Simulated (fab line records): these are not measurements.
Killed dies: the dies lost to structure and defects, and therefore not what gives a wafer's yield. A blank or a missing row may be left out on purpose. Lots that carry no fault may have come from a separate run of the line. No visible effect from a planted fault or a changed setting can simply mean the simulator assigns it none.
Chamber matching    flow n5-finfet    4 sister chambers for N5_BEOL_M1_ALD_84 on ald-metal-01
The step deposits TaN, pulse time 2 s, purge time 3 s, co reactant purge time 2 s. 14 wafers are shown with their chamber, then 7 later ones without.

WAFERS PAIRED WITH THEIR CHAMBERS
wafer   chamber  heater-power-w (W)  precursor-vessel-temp-c (C)  susceptor-temp-C (C)
L074.1  1        506                 75.05                        275.05
L074.2  2        476                 75.04                        275.21
L074.3  3        491                 74.99                        274.94
L075.1  2        476                 75.01                        274.86
L075.5  1        518                 75.04                        274.69
L075.6  0        415                 74.96                        274.97
L079.2  0        395                 75.01                        275.11
L079.3  1        512                 74.99                        275.31
L079.4  2        479                 74.96                        274.77
L083.2  0        418                 74.87                        275.10
L083.5  3        482                 74.99                        274.92
L083.6  2        473                 74.83                        275.20
L082.1  3        501                 75.03                        274.78
L082.4  1        505                 75.04                        274.75

SIGNATURES (means of the wafers above)
reading                  chamber 0  chamber 1  chamber 2  chamber 3  scatter within a chamber
heater-power-w           409.33     510.25     476.00     491.33     7.87
precursor-vessel-temp-c  74.9467    75.0300    74.9600    75.0033    0.0626
susceptor-temp-C         275.0600   274.9500   275.0100   274.8800   0.208
Rule: a wafer's distance from a chamber is the root of the sum, over the readings, of the square of ((its reading less the chamber's mean) divided by the reading's scatter). If the next closest chamber is less than 2 further off than the closest, the wafer can't be placed; otherwise it belongs to the closest. The scatter is the square root of a quotient: the sum, over the shown wafers, of each reading's squared deviation from its chamber's mean, divided by wafers minus chambers.

WAFERS MISSING THEIR CHAMBER
wafer   heater-power-w (W)  precursor-vessel-temp-c (C)  susceptor-temp-C (C)
L082.5  479                 75.12                        275.25
L084.1  516                 74.91                        275.15
L084.4  498                 74.94                        275.06
L084.5  473                 75.02                        275.19
L095.2  486                 74.98                        274.98
L095.3  477                 74.94                        275.02
L095.6  486                 74.92                        275.27

CHAMBER TAKEN BY EACH
wafer   from the rows above           in truth
L082.5  can't be placed: 2 or 3 or 1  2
L084.1  can't be placed: 1 or 3       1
L084.4  can't be placed: 3 or 1 or 2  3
L084.5  can't be placed: 2 or 3       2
L095.2  can't be placed: 3 or 2       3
L095.3  can't be placed: 2 or 3       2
L095.6  can't be placed: 2 or 3 or 1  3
Correctly placed: 0 of 7. Unplaceable from these rows: 7, with the true chamber sitting among the candidates in 7. Wrongly placed: 0.
